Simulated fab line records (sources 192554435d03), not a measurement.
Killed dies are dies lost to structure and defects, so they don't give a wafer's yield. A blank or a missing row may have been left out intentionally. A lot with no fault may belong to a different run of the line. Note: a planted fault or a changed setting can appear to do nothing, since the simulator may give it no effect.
fab line records	flow n5-finfet
[record] lots = 7	wafers = 21
route steps=1938 shown BEOL_M7@1289 BEOL_M8@1362 BEOL_M11@1552 BEOL_M12@1605
start-h: start of the lot's first displayed wafer, in hours after the record's first day	wait-h: time in hours since the lot's previous step	" unchanged from the row above	L1.1+2: a single row standing in for several wafers	- no value, or no start was given	* or withheld: withheld	< > ~ a bound
route shown NAME@n: a module of which the file shows steps, and the number in the route of the first	usual: average and standard deviation across the fault-free wafers	same: alike in all rows	chamber/n: place in a boat	sites: each site's reading	_std_site: how widely they spread, as a standard deviation	_edge_site: the outer-site mean with the inner-site mean subtracted	radius-mm: for every site, how far away it sits from the centre of the wafer	mask NAME#n: copy n	behind: the most recent tool/chamber to have shaped the wafer	hold: the reason the lot was held/the length of the hold in hours/how it ended	device: the transistor (n, p or np) that didn't switch	end of line: tests of these same wafers at the route's end	where a step has no rows: the recipe by itself	killed: at the first sort, the dies lost to defects and structure; wafer yield is something else	map: shows each die of a wafer: x if killed, . if not, _ if none is there
set.NAME: setting as actually run; set.NAME@STEP: the setting as run at that earlier step	model.NAME: the simulator's own value behind a step, which no gauge read
lots run with intentionally changed settings; tables by step, rows by wafer
[[steps]]
[step N5_BEOL_M7_COAT_71]
[recipe] resist = underlayer	temp-c = 205	time-s = 60	spin-rpm = 1500	resist-thk-nm = 5
lot.wafer	tool	chamber	start-h	wait-h	set.spin-rpm
L074.1+2	litho-track-04	0	-	-	1590
L074.5	"	0	"	"	1500
L076.3+4	litho-track-04	0	-	-	1593
L076.6	"	0	"	"	1500
L077.4	litho-track-03	0	-	-	1500
L077.5+6	"	0	"	"	1342
L078.2+6	litho-track-02	0	-	-	1500
L078.3	"	0	"	"	1606
L086.1+3	litho-track-03	0	-	-	1500
L086.2	"	0	"	"	1575
L087.2+5	litho-track-04	0	-	-	1599
L087.6	"	0	"	"	1500
L091.2+3+4	litho-track-02	0	-	-	1500
[step N5_BEOL_M7_COAT_22]
[recipe] resist = CAR-EUV	spin-rpm = 1500	resist-thk-nm = 30
[step N5_BEOL_M7_EBR_24]
[recipe] solvent = PGMEA	ebr-width-mm = 1.5
[step N5_BEOL_M7_DESCUM_33]
[recipe] chemistry = O2	time-s = 7	source-power-w = 50	bias-power-w = 20	pressure-mtorr = 20	rf-frequency-hz = 2.712e+07	temp-c = 40	resist = CAR-EUV	o2-flow-sccm = 225
[step N5_BEOL_M7_ETCH_72]
[recipe] chemistry = N2/H2	target = underlayer	target-depth-a = 65	mask-material = CAR-EUV	time-s = 5.2	ion-energy-ev = 200	pressure-mtorr = 30	source-w = 840	bias-w = 150	n2-flow-sccm = 200	h2-flow-sccm = 200	ends = cleared
[usual] etch-rf-on-time-s = 5.19/0.088
lot.wafer	tool	chamber	start-h	wait-h	set.spin-rpm@BEOL_M7_COAT_71	etch-rf-on-time-s	model.etch.depth-nm
L074.1	rie-diel-06	1	210.81	0.0	1590	5.02	4.858
L074.2	"	3	"	"	1590	5.00	4.842
L074.5	"	2	"	"	1500	5.11	4.992
L076.3	rie-diel-06	1	224.90	0.0	1593	5.08	4.865
L076.4	"	2	"	"	1593	4.96	4.86
L076.6	"	1	"	"	1500	5.28	5.017
L077.4	rie-diel-06	1	225.29	0.0	1500	5.24	4.998
L077.5	"	0	"	"	1342	5.49	5.288
L077.6	"	1	"	"	1342	5.58	5.286
L078.2	rie-diel-06	2	238.48	0.0	1500	5.10	4.985
L078.3	"	0	"	"	1606	5.02	4.82
L078.6	"	0	"	"	1500	5.15	4.979
L086.1	rie-diel-06	0	315.53	0.0	1500	5.10	4.984
L086.2	"	3	"	"	1575	5.04	4.853
L086.3	"	1	"	"	1500	5.21	4.992
L087.2	rie-diel-02	2	333.40	0.0	1599	4.96	4.834
L087.5	"	0	"	"	1599	5.02	4.844
L087.6	"	1	"	"	1500	5.27	4.994
L091.2	rie-diel-03	2	365.37	0.0	1500	5.12	4.98
L091.3	"	1	"	"	1500	5.05	4.997
L091.4	"	3	"	"	1500	5.23	4.995
[step N5_BEOL_M8_EXPOSE_25]
[recipe] mask-id = V7	na = 0.33	source-shape = annular	sigma-inner = 0.4	sigma-outer = 0.8	polarization = unpolarized	target-cd-nm = 40	dose-mj = 42.5
lot.wafer	tool	chamber	start-h	wait-h	mask	set.dose-mj
L074.1+2	euv-scanner-01	0	224.72	-	V7#0	43.33
L074.5	"	0	"	"	V7#0	42.5
L077.4+6	euv-scanner-01	0	236.53	-	V7#0	42.5
L077.5	"	0	"	"	V7#0	39.88
L076.3+4+6	euv-scanner-01	0	238.21	-	V7#0	42.5
L078.2+3	euv-scanner-01	0	246.78	-	V7#0	45.21
L078.6	"	0	"	"	V7#0	42.5
L086.1+2+3	euv-scanner-02	0	324.30	-	V7#0	42.5
L087.2+5	euv-scanner-02	0	340.52	-	V7#0	45.13
L087.6	"	0	"	"	V7#0	42.5
L091.2+3+4	euv-scanner-02	0	372.46	-	V7#0	42.5
[step N5_BEOL_M8_PEB_26]
[recipe] peb-temp-c = 100	peb-time-s = 60	resist = CAR-EUV
[step N5_BEOL_M8_DEVELOP_27]
[recipe] develop-time-s = 30	developer = TMAH	resist = CAR-EUV	rinse-liquid = surfactant-rinse	dry = air-spin	dev-temp-c = 23
[step N5_BEOL_M8_CD_MEAS_28]
[recipe] target-cd-nm = 40	landing-energy-ev = 500	detector = se-inlens
[usual] cd-nm = 39.96/0.19
lot.wafer	tool	chamber	start-h	wait-h	set.dose-mj@BEOL_M8_EXPOSE_25	cd-nm
L074.1	cd-sem-03	0	224.85	-	43.33	40.58
L074.2	"	0	"	"	43.33	40.33
L074.5	"	0	"	"	42.5	39.90
L077.4	cd-sem-01	0	236.65	-	42.5	39.85
L077.5	"	0	"	"	39.88	38.66
L077.6	"	0	"	"	42.5	39.93
L076.3	cd-sem-01	0	238.34	-	42.5	39.92
L076.4	"	0	"	"	42.5	39.72
L076.6	"	0	"	"	42.5	40.18
L078.2	cd-sem-01	0	246.90	-	45.21	41.23
L078.3	"	0	"	"	45.21	41.08
L078.6	"	0	"	"	42.5	39.49
L086.1	cd-sem-03	0	324.43	-	42.5	39.97
L086.2	"	0	"	"	42.5	40.01
L086.3	"	0	"	"	42.5	40.11
L087.2	cd-sem-01	0	340.64	-	45.13	41.41
L087.5	"	0	"	"	45.13	41.21
L087.6	"	0	"	"	42.5	40.17
L091.2	cd-sem-03	0	372.58	-	42.5	39.73
L091.3	"	0	"	"	42.5	39.83
L091.4	"	0	"	"	42.5	40.07
[step N5_BEOL_M8_DESCUM_33]
[recipe] chemistry = O2	time-s = 7	source-power-w = 50	bias-power-w = 20	pressure-mtorr = 20	rf-frequency-hz = 2.712e+07	temp-c = 40	resist = CAR-EUV	o2-flow-sccm = 225
lot.wafer	tool	chamber	start-h	wait-h	set.dose-mj@BEOL_M8_EXPOSE_25	model.BEOL_M8.cd-nm
L074.1+2	rie-diel-04	0,1	225.12	0.2	43.33	40.6
L074.5	"	3	"	"	42.5	40
L077.4	rie-diel-04	0	236.79	0.1	42.5	39.8
L077.5	"	2	"	"	39.88	38.6
L077.6	"	3	"	"	42.5	40
L076.3	rie-diel-01	2	238.59	0.2	42.5	40
L076.4	"	1	"	"	42.5	39.8
L076.6	"	0	"	"	42.5	40.2
L078.2+3	rie-diel-05	3,0	247.03	0.0	45.21	41.2
L078.6	"	1	"	"	42.5	40
L086.1+2+3	rie-diel-01	3,2,1	324.70	0.2	42.5	40
L087.2	rie-diel-05	1	340.77	0.0	45.13	41.4
L087.5	"	3	"	"	45.13	41.2
L087.6	"	2	"	"	42.5	40
L091.2	rie-diel-04	1	372.70	0.0	42.5	40
L091.3+4	"	3,2	"	"	42.5	39.8
[step N5_BEOL_M8_ETCH_72]
[recipe] chemistry = N2/H2	target = underlayer	target-depth-a = 65	mask-material = CAR-EUV	time-s = 5.2	ion-energy-ev = 200	pressure-mtorr = 30	source-w = 840	bias-w = 150	n2-flow-sccm = 200	h2-flow-sccm = 200	ends = cleared
lot.wafer	tool	chamber	start-h	wait-h	set.dose-mj@BEOL_M8_EXPOSE_25	model.BEOL_M8.cd-nm
L074.1	rie-diel-04	0	225.16	0.0	43.33	40.4
L074.2	"	1	"	"	43.33	40.6
L074.5	"	3	"	"	42.5	40
L077.4+6	rie-diel-04	0,3	236.83	0.0	42.5	39.8
L077.5	"	2	"	"	39.88	38.4
L076.3	rie-diel-01	2	238.63	0.0	42.5	40
L076.4	"	1	"	"	42.5	39.8
L076.6	"	0	"	"	42.5	40.2
L078.2+3	rie-diel-05	3,0	247.06	0.0	45.21	41.2
L078.6	"	1	"	"	42.5	40
L086.1+2+3	rie-diel-01	3,2,1	324.73	0.0	42.5	40
L087.2	rie-diel-05	1	340.80	0.0	45.13	41.6
L087.5	"	3	"	"	45.13	41.4
L087.6	"	2	"	"	42.5	40
L091.2	rie-diel-04	1	372.74	0.0	42.5	40
L091.3+4	"	3,2	"	"	42.5	39.8
[step N5_BEOL_M8_ETCH_65]
[recipe] chemistry = CF4	target = SiARC	target-depth-a = 156	mask-material = CAR-EUV	time-s = 26	ion-energy-ev = 80	pressure-mtorr = 40	source-w = 545	bias-w = 36	Ar_flow_sccm = 100	cf4-flow-sccm = 100	ends = cleared
lot.wafer	tool	chamber	start-h	wait-h	set.dose-mj@BEOL_M8_EXPOSE_25	model.BEOL_M8.cd-nm
L074.1+2	rie-diel-04	0,1	225.18	0.0	43.33	40.4
L074.5	"	3	"	"	42.5	40.2
L077.4+6	rie-diel-04	0,3	236.85	0.0	42.5	39.8
L077.5	"	2	"	"	39.88	38.6
L076.3	rie-diel-01	2	238.64	0.0	42.5	40
L076.4	"	1	"	"	42.5	39.8
L076.6	"	0	"	"	42.5	40.2
L078.2+3	rie-diel-05	3,0	247.08	0.0	45.21	41.2
L078.6	"	1	"	"	42.5	40
L086.1+2	rie-diel-01	3,2	324.75	0.0	42.5	40
L086.3	"	1	"	"	42.5	39.8
L087.2	rie-diel-05	1	340.82	0.0	45.13	41.6
L087.5	"	3	"	"	45.13	41.4
L087.6	"	2	"	"	42.5	40
L091.2	rie-diel-04	1	372.75	0.0	42.5	40.2
L091.3+4	"	3,2	"	"	42.5	39.8
[step N5_BEOL_M8_ETCH_66]
[recipe] chemistry = N2/H2	target = SOC	target-depth-a = 800	overetch-a = 160	mask-material = SiARC	temp-c = 40	time-s = 120	ion-energy-ev = 200	pressure-mtorr = 30	source-w = 840	bias-w = 150	n2-flow-sccm = 200	h2-flow-sccm = 200
[usual] rf-vpp-V = 523.5/1.8
lot.wafer	tool	chamber	start-h	wait-h	set.bias-w	rf-vpp-V	model.SiARC_of_BEOL_M8_COAT_64.thk-nm
L074.1	rie-diel-04	0	225.20	0.0	150	525.9	6.4
L074.2	"	1	"	"	171	566.9	5.4
L074.5	"	3	"	"	150	526.2	6.4
L077.4	rie-diel-04	0	236.87	0.0	150	525.8	6.4
L077.5	"	2	"	"	150	523.0	6.6
L077.6	"	3	"	"	150	524.9	6.4
L076.3	rie-diel-01	2	238.67	0.0	140	504.5	6.8
L076.4	"	1	"	"	150	523.7	6.4
L076.6	"	0	"	"	150	522.4	6.4
L078.2	rie-diel-05	3	247.11	0.0	150	521.9	6.4
L078.3	"	0	"	"	165.2	561.4	5.8
L078.6	"	1	"	"	165.2	556.9	5.8
L086.1	rie-diel-01	3	324.78	0.0	150	522.9	6.4
L086.2	"	2	"	"	132.9	486.7	7
L086.3	"	1	"	"	132.9	485.1	7.2
L087.2	rie-diel-05	1	340.84	0.0	150	523.4	6.4
L087.5	"	3	"	"	158.5	538.0	5.8
L087.6	"	2	"	"	150	525.8	6.4
L091.2	rie-diel-04	1	372.78	0.0	150	522.7	6.4
L091.3	"	3	"	"	150	525.4	6.4
L091.4	"	2	"	"	150	523.5	6.6
[step N5_BEOL_M8_STRIP_69]
[recipe] chemistry = N2/H2	temp-c = 40	n2-flow-sccm = 200	h2-flow-sccm = 200	rf-frequency-hz = 6e+07
[step N5_BEOL_M8_STRIP_73]
[recipe] chemistry = N2/H2	temp-c = 40	n2-flow-sccm = 200	h2-flow-sccm = 200	rf-frequency-hz = 6e+07
[step N5_BEOL_M8_VIA_ETCH_34]
[recipe] chemistry = C4F6/O2	target = SiCOH_lowk	target-depth-a = 1255	mask-material = SOC	taper-deg = 4	time-s = 50.5	ion-energy-ev = 250	pressure-mtorr = 30	source-w = 345	bias-w = 185	Ar_flow_sccm = 300	C4F6_flow_sccm = 10	O2_flow_sccm = 10
lot.wafer	tool	chamber	start-h	wait-h	set.dose-mj@BEOL_M8_EXPOSE_25	model.BEOL_M8.cd-nm
L074.1+2	rie-diel-04	0,1	225.30	0.0	43.33	40.4
L074.5	"	3	"	"	42.5	40.2
L077.4+6	rie-diel-04	0,3	236.97	0.0	42.5	39.8
L077.5	"	2	"	"	39.88	38.4
L076.3+6	rie-diel-01	2,0	238.77	0.0	42.5	40.2
L076.4	"	1	"	"	42.5	39.8
L078.2+3	rie-diel-05	3,0	247.21	0.0	45.21	41.2
L078.6	"	1	"	"	42.5	40
L086.1+2	rie-diel-01	3,2	324.88	0.0	42.5	40
L086.3	"	1	"	"	42.5	39.8
L087.2	rie-diel-05	1	340.95	0.0	45.13	41.8
L087.5	"	3	"	"	45.13	41.4
L087.6	"	2	"	"	42.5	39.8
L091.2	rie-diel-04	1	372.88	0.0	42.5	40
L091.3+4	"	3,2	"	"	42.5	39.8
[step N5_BEOL_M11_DESCUM_16]
[recipe] chemistry = O2	time-s = 7.9	source-power-w = 50	bias-power-w = 20	pressure-mtorr = 20	rf-frequency-hz = 2.712e+07	temp-c = 40	resist = CAR-ArF	o2-flow-sccm = 225
lot.wafer	tool	chamber	start-h	wait-h	set.time-s	model.CAR-ArF_of_BEOL_M11_COAT_05.thk-nm
L074.1	rie-diel-03	2	251.25	0.0	8.602	83.6
L074.2+5	"	1,3	"	"	7.9	83.6
L077.4	rie-diel-06	3	259.99	0.7	8.703	83.2
L077.5	"	0	"	"	8.703	83
L077.6	"	1	"	"	7.9	83.4
L076.3	rie-diel-03	2	260.15	0.5	7.9	83.4
L076.4+6	"	1,2	"	"	7.9	83.2
L078.2+6	rie-diel-02	3,0	273.98	0.1	9.632	82.6
L078.3	"	2	"	"	7.9	83.6
L086.1	rie-diel-03	1	347.94	0.0	7.9	83.4
L086.2	"	3	"	"	6.422	84.2
L086.3	"	0	"	"	7.9	83.2
L087.2+5	rie-diel-03	3,2	366.54	0.0	6.206	84.6
L087.6	"	3	"	"	7.9	83.4
L091.2+3+4	rie-diel-02	2,1,3	397.49	1.3	7.9	83.4
[step N5_BEOL_M11_ETCH_61]
[recipe] chemistry = CF4	target = SiARC	target-depth-a = 390	mask-material = CAR-ArF	time-s = 65	ion-energy-ev = 80	pressure-mtorr = 40	source-w = 545	bias-w = 36	Ar_flow_sccm = 100	cf4-flow-sccm = 100	ends = cleared
lot.wafer	tool	chamber	start-h	wait-h	set.time-s@BEOL_M11_DESCUM_16	model.CAR-ArF_of_BEOL_M11_COAT_05.thk-nm
L074.1	rie-diel-03	2	251.28	0.0	8.602	55.8
L074.2+5	"	1,3	"	"	7.9	55.8
L077.4+5	rie-diel-06	3,0	260.02	0.0	8.703	55
L077.6	"	1	"	"	7.9	55.4
L076.3+6	rie-diel-03	2	260.19	0.0	7.9	55.4
L076.4	"	1	"	"	7.9	55.2
L078.2+6	rie-diel-02	3,0	274.01	0.0	9.632	54.6
L078.3	"	2	"	"	7.9	55.4
L086.1	rie-diel-03	1	347.98	0.0	7.9	55.4
L086.2	"	3	"	"	6.422	56.2
L086.3	"	0	"	"	7.9	55.2
L087.2	rie-diel-03	3	366.57	0.0	6.206	56.6
L087.5	"	2	"	"	6.206	56.4
L087.6	"	3	"	"	7.9	55.4
L091.2+3	rie-diel-02	2,1	397.52	0.0	7.9	55.4
L091.4	"	3	"	"	7.9	55.2
[step N5_BEOL_M12_COAT_04]
[recipe] spin-rpm = 1625	resist-thk-nm = 400
lot.wafer	tool	chamber	start-h	wait-h	set.spin-rpm	model.coat_of_BEOL_M12_COAT_04.thk-nm
L074.1	litho-track-02	0	-	-	1625	398.8
L074.2	"	0	"	"	1625	399.2
L074.5	"	0	"	"	1625	399.4
L077.4	litho-track-02	0	-	-	1625	400.2
L077.5	"	0	"	"	1748	387.4
L077.6	"	0	"	"	1748	385.8
L076.3	litho-track-02	0	-	-	1625	401.4
L076.4	"	0	"	"	1625	399.6
L076.6	"	0	"	"	1625	400.4
L078.2	litho-track-02	0	-	-	1625	403.4
L078.3	"	0	"	"	1625	402.2
L078.6	"	0	"	"	1625	402.6
L086.1	litho-track-02	0	-	-	1701	391.4
L086.2	"	0	"	"	1701	391.2
L086.3	"	0	"	"	1625	400.8
L087.2	litho-track-02	0	-	-	1728	387.4
L087.5	"	0	"	"	1625	398.2
L087.6	"	0	"	"	1625	398.4
L091.2	litho-track-03	0	-	-	1625	399.4
L091.3	"	0	"	"	1625	399.8
L091.4	"	0	"	"	1625	399.6
[step N5_BEOL_M12_ETCH_59]
[recipe] chemistry = N2/H2	target = BARC	target-depth-a = 890	overetch-a = 267	time-s = 67.9	ion-energy-ev = 200	pressure-mtorr = 30	source-w = 840	bias-w = 150	n2-flow-sccm = 200	h2-flow-sccm = 200
lot.wafer	tool	chamber	start-h	wait-h	set.h2-flow-sccm	set.spin-rpm@BEOL_M12_COAT_04	model.coat_of_BEOL_M12_COAT_04.thk-nm
L074.1	rie-diel-05	0	258.57	0.0	200	1625	317.4
L074.2+5	"	1,3	"	"	200	1625	316.8
L077.4	rie-diel-01	2	264.88	0.0	188.9	1625	317.6
L077.5	"	3	"	"	200	1748	304.6
L077.6	"	2	"	"	188.9	1748	302.6
L076.3	rie-diel-05	0	265.29	0.0	200	1625	319.6
L076.4	"	1	"	"	206.7	1625	316.6
L076.6	"	1	"	"	200	1625	317.8
L078.2	rie-diel-01	1	280.32	0.0	200	1625	322
L078.3	"	0	"	"	190.3	1625	321
L078.6	"	3	"	"	190.3	1625	320.4
L086.1	rie-diel-01	2	352.99	0.0	200	1701	308.6
L086.2	"	3	"	"	200	1701	308.8
L086.3	"	0	"	"	200	1625	319.4
L087.2	rie-diel-04	3	371.68	0.0	200	1728	305.2
L087.5	"	3	"	"	200	1625	315.6
L087.6	"	0	"	"	200	1625	316.8
L091.2	rie-diel-01	3	405.79	0.0	200	1625	317
L091.3	"	1	"	"	200	1625	318.2
L091.4	"	2	"	"	200	1625	316.4
[step N5_BEOL_M12_VIA_ETCH_16]
[recipe] chemistry = C4F8/O2/Ar	target = SiOC	pressure-mtorr = 30	source-w = 3000	bias-w = 700	Ar_flow_sccm = 400	C4F8_flow_sccm = 15	O2_flow_sccm = 8	he-inner-torr = 15	he-outer-torr = 30	target-depth-a = 7248	time-s = withheld	ion-energy-ev = 250	ends = cleared
[step N5_BEOL_M12_STRIP_63]
[recipe] chemistry = N2/H2	power-w = 1000	temp-c = 250	h2-frac = 0.65	overash-fraction = 0.3	pressure-mtorr = 1000	n2-flow-sccm = 1750	h2-flow-sccm = 3250
[usual] strip-time-to-endpoint-s = 42.6/0.78
lot.wafer	tool	chamber	start-h	wait-h	set.spin-rpm@BEOL_M12_COAT_04	strip-time-to-endpoint-s
L074.1	plasma-asher-02	1	258.82	-	1625	43.0
L074.2	"	0	"	"	1625	42.8
L074.5	"	0	"	"	1625	42.2
L077.4	plasma-asher-01	1	265.15	-	1625	42.7
L077.5	"	0	"	"	1748	38.8
L077.6	"	1	"	"	1748	37.9
L076.3	plasma-asher-02	1	265.56	-	1625	43.1
L076.4	"	0	"	"	1625	41.0
L076.6	"	1	"	"	1625	42.2
L078.2	plasma-asher-02	0	280.57	-	1625	44.5
L078.3	"	0	"	"	1625	44.0
L078.6	"	1	"	"	1625	43.1
L086.1	plasma-asher-01	0	353.25	-	1701	39.7
L086.2	"	1	"	"	1701	39.6
L086.3	"	1	"	"	1625	42.5
L087.2	plasma-asher-01	0	371.93	-	1728	39.1
L087.5	"	1	"	"	1625	41.2
L087.6	"	0	"	"	1625	41.6
L091.2	plasma-asher-02	1	406.04	-	1625	42.3
L091.3	"	0	"	"	1625	43.5
L091.4	"	1	"	"	1625	41.8
[step N5_BEOL_M12_CMP_49]
[recipe] stop-on = SiOC	t-overpolish-s = 20.6	down-force-psi = 1	platen-rpm = 50	clearing-platen-down-force-psi = 1.5	clearing-platen-rpm = 50	post-cmp-clean = cu-alkaline	target-thk-nm = 320	clearing-platen-pad-velocity-m-s = 0.99484	pad-velocity-m-s = 0.99484
[usual] barrier-field-endpoint-s = 30.2/0.54
lot.wafer	tool	chamber	start-h	wait-h	set.down-force-psi	barrier-field-endpoint-s
L074.1	cmp-04	1	261.87	0.3	1.182	25.7
L074.2	"	2	"	"	1	30.1
L074.5	"	3	"	"	1.182	26.4
L076.4	cmp-03	3	269.32	0.1	1	30.3
L076.3	"	1	"	"	1	30.2
L076.6	"	3	"	"	1	30.4
L077.4	cmp-03	2	270.15	0.2	1	30.5
L077.5	"	3	"	"	1.143	26.3
L077.6	"	0	"	"	1	30.7
L078.3	cmp-04	0	284.25	0.3	1.152	26.5
L078.2	"	3	"	"	1	29.9
L078.6	"	0	"	"	1	30.8
L086.1	cmp-02	0	355.92	0.3	1	30.6
L086.3	"	1	"	"	0.9276	32.5
L086.2	"	2	"	"	0.9276	32.3
L087.2	cmp-03	2	376.99	0.2	1.095	27.8
L087.6	"	1	"	"	1.095	27.5
L087.5	"	2	"	"	1	30.4
L091.2	cmp-04	1	408.93	0.2	1	29.1
L091.3	"	3	"	"	1	29.2
L091.4	"	0	"	"	1	28.6
[[key]]
[split] step = N5_BEOL_M7_COAT_71	setting = spin-rpm	stated = 1500	by = wafer
[response] step = N5_BEOL_M7_ETCH_72	reading = etch-rf-on-time-s	change = *	per = 1%	r = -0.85
[response] step = N5_BEOL_M7_ETCH_72	reading = model.etch.depth-nm	change = -0.0253	per = 1%	r = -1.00
[split] step = N5_BEOL_M8_EXPOSE_25	setting = dose-mj	stated = 42.5	by = wafer
[response] step = N5_BEOL_M8_CD_MEAS_28	reading = cd-nm	change = +0.218	per = 1%	r = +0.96
[response] step = N5_BEOL_M8_DESCUM_33	reading = model.BEOL_M8.cd-nm	change = +0.206	per = 1%	r = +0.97
[response] step = N5_BEOL_M8_ETCH_72	reading = model.BEOL_M8.cd-nm	change = +0.22	per = 1%	r = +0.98
[response] step = N5_BEOL_M8_ETCH_65	reading = model.BEOL_M8.cd-nm	change = +0.205	per = 1%	r = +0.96
[response] step = N5_BEOL_M8_VIA_ETCH_34	reading = model.BEOL_M8.cd-nm	change = +0.23	per = 1%	r = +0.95
[split] step = N5_BEOL_M8_ETCH_66	setting = bias-w	stated = 150	by = wafer
[response] step = N5_BEOL_M8_ETCH_66	reading = rf-vpp-V	change = +3.11	per = 1%	r = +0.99
[response] step = N5_BEOL_M8_ETCH_66	reading = model.SiARC_of_BEOL_M8_COAT_64.thk-nm	change = -0.0676	per = 1%	r = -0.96
[split] step = N5_BEOL_M11_DESCUM_16	setting = time-s	stated = 7.9	by = wafer
[response] step = N5_BEOL_M11_DESCUM_16	reading = model.CAR-ArF_of_BEOL_M11_COAT_05.thk-nm	change = -0.0459	per = 1%	r = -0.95
[response] step = N5_BEOL_M11_ETCH_61	reading = model.CAR-ArF_of_BEOL_M11_COAT_05.thk-nm	change = -0.0421	per = 1%	r = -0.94
[split] step = N5_BEOL_M12_COAT_04	setting = spin-rpm	stated = 1625	by = wafer
[response] step = N5_BEOL_M12_COAT_04	reading = model.coat_of_BEOL_M12_COAT_04.thk-nm	change = -1.81	per = 1%	r = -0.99
[response] step = N5_BEOL_M12_ETCH_59	reading = model.coat_of_BEOL_M12_COAT_04.thk-nm	change = -1.89	per = 1%	r = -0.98
[response] step = N5_BEOL_M12_STRIP_63	reading = strip-time-to-endpoint-s	change = *	per = 1%	r = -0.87
[split] step = N5_BEOL_M12_ETCH_59	setting = h2-flow-sccm	stated = 200	by = wafer
response none clear
[split] step = N5_BEOL_M12_CMP_49	setting = down-force-psi	stated = 1	by = wafer
[response] step = N5_BEOL_M12_CMP_49	reading = barrier-field-endpoint-s	change = -0.257	per = 1%	r = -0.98
